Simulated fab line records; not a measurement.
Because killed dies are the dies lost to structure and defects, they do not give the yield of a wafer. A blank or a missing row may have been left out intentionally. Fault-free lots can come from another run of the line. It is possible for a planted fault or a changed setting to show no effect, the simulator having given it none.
Split-lot experiment -- flow n5 finfet -- on a route of 1938 steps: 7 lots, 21 wafers read

ON THE SPLIT
At N5_BEOL_M4_DESCUM_33 (chemistry O2, time 7 s), the setting time s was moved away from the recipe's 7 s on 10 of the 21 wafers read, by -16.5% to +16.4%. For the rest of the wafers, this setting stayed at what the recipe calls for.

FROM THE SPLIT TO THE READING: what the file shows between them, 3 steps
- N5_BEOL_M4_ETCH_77: etches underlayer in N2/H2, target depth 6.5 nm, time 5.2 s
- N5_BEOL_M4_ETCH_69: etches SiARC in CF4, target depth 15.6 nm, time 26 s
- N5_BEOL_M4_ALD_98: deposits SiO2, target thk 2.5 nm, pulse time 1 s, co reactant pulse time 1 s

THE READING
CAR-EUV_of_BEOL_M4_COAT_22.thk nm (the simulator's own value, which no gauge read), in nm, at N5_BEOL_M4_ETCHBACK_99 (etches SiO2 in CHF3, target depth 5 nm, time 10.4 s). No usual value for it is given in the file. Here, 11 wafers ran the recipe; their average is 10.4 nm with a standard deviation of 0.12 nm.

wafer,"tool, chamber at the split","time s as run, s",against the recipe,"CAR-EUV_of_BEOL_M4_COAT_22.thk nm, nm",against lot-mates on the recipe
L076.1,"rie diel-04, 0,3",7,recipe,10.4,-
L076.2,"rie diel-04, 0,3",7,recipe,10.4,-
L076.5,"rie diel-04, 3",7.414,+5.9%,10.2,-0.2
L078.1,"rie diel-03, 0",7,recipe,10.2,-
L078.3,"rie diel-03, 1",6.577,-6.0%,10.6,+0.4
L078.6,"rie diel-03, 0",6.577,-6.0%,10.4,+0.2
L081.1,"rie diel-05, 0,1",7,recipe,10.6,-
L081.4,"rie diel-05, 0,1",7,recipe,10.6,-
L081.5,"rie diel-05, 0",7,recipe,10.4,-
L086.1,"rie diel-05, 3",7.928,+13.3%,10,-0.4
L086.3,"rie diel-05, 2",7,recipe,10.4,-
L086.6,"rie diel-05, 3",7.928,+13.3%,9.8,-0.6
L093.1,"rie diel-03, 1,2",8.149,+16.4%,9.6,-0.6
L093.5,"rie diel-03, 3",7,recipe,10.2,-
L093.6,"rie diel-03, 1,2",8.149,+16.4%,9.8,-0.4
L094.1,"rie diel-05, 3,0",7,recipe,10.4,-
L094.2,"rie diel-05, 3,0",7,recipe,10.4,-
L094.6,"rie diel-05, 0",6.195,-11.5%,10.8,+0.4
L095.2,"rie diel-05, 3",7,recipe,10.4,-
L095.3,"rie diel-05, 1,2",5.847,-16.5%,11.2,+0.8
L095.4,"rie diel-05, 1,2",5.847,-16.5%,11,+0.6
If several chambers appear in one row, that row covers several wafers at once and the file leaves open which wafer was in which chamber.

FIT RESULTS
A straight line over all 21 wafers: CAR-EUV_of_BEOL_M4_COAT_22.thk nm changes by -0.0396 nm for each +1% of time s; r = -0.95; the points scatter about the line by 0.12 nm.
The same after taking each lot's own level away (the mean of its wafers on the recipe; 21 wafers): -0.0373 nm for each +1%; r = -0.97; scatter 0.088 nm.
That fit puts the effect of the largest move of time s on the reading at 0.61 nm.
The span of the lots' own levels, 10.20 to 10.53 nm, comes to 2.8 times the standard deviation stated above.
Hence the lot-to-lot level has little effect on the slope; both slopes agree.
Check: with one of the wafers moved furthest among these (-16.5%) left out of the fit, the line predicts +0.594 nm for it against its lot-mates. Against them it came out at +0.8 nm.

OTHER SPLITS ON THESE WAFERS
These wafers also went through other splits before the reading. Each is held against what the fit with the lots' levels taken away leaves over:
other split on the same wafers,wafers away from the commonest value,r with CAR-EUV_of_BEOL_M4_COAT_22.thk nm (lot level and that fit taken away)
N5_BEOL_M3_TRENCH_ETCH_37 time s,7,+0.35
N5_BEOL_M3_ETCH_41 target depth a,10,-0.03
N5_BEOL_M4_EXPOSE_25 dose mj,8,-0.26

THE WHOLE CHAIN: every reading that the file lists as answering this split, in the file's order
step,what it does,reading,change (the file's fit),r (the file's)
N5_BEOL_M4_DESCUM_33,"chemistry O2, time 7 s","CAR-EUV_of_BEOL_M4_COAT_22.thk nm (the simulator's own value, which no gauge read)",-0.0319 nm for each +1% of the setting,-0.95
N5_BEOL_M4_ETCH_77,"etches underlayer in N2/H2, target depth 6.5 nm, time 5.2 s","CAR-EUV_of_BEOL_M4_COAT_22.thk nm (the simulator's own value, which no gauge read)",-0.0409 nm for each +1% of the setting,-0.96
N5_BEOL_M4_ETCH_69,"etches SiARC in CF4, target depth 15.6 nm, time 26 s","CAR-EUV_of_BEOL_M4_COAT_22.thk nm (the simulator's own value, which no gauge read)",-0.0421 nm for each +1% of the setting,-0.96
N5_BEOL_M4_ETCHBACK_99,"etches SiO2 in CHF3, target depth 5 nm, time 10.4 s","CAR-EUV_of_BEOL_M4_COAT_22.thk nm (the simulator's own value, which no gauge read)",-0.0369 nm for each +1% of the setting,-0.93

THE FILE'S OWN FIT
CAR-EUV_of_BEOL_M4_COAT_22.thk nm changes by -0.0369 nm for each +1% of time s, r = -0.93.
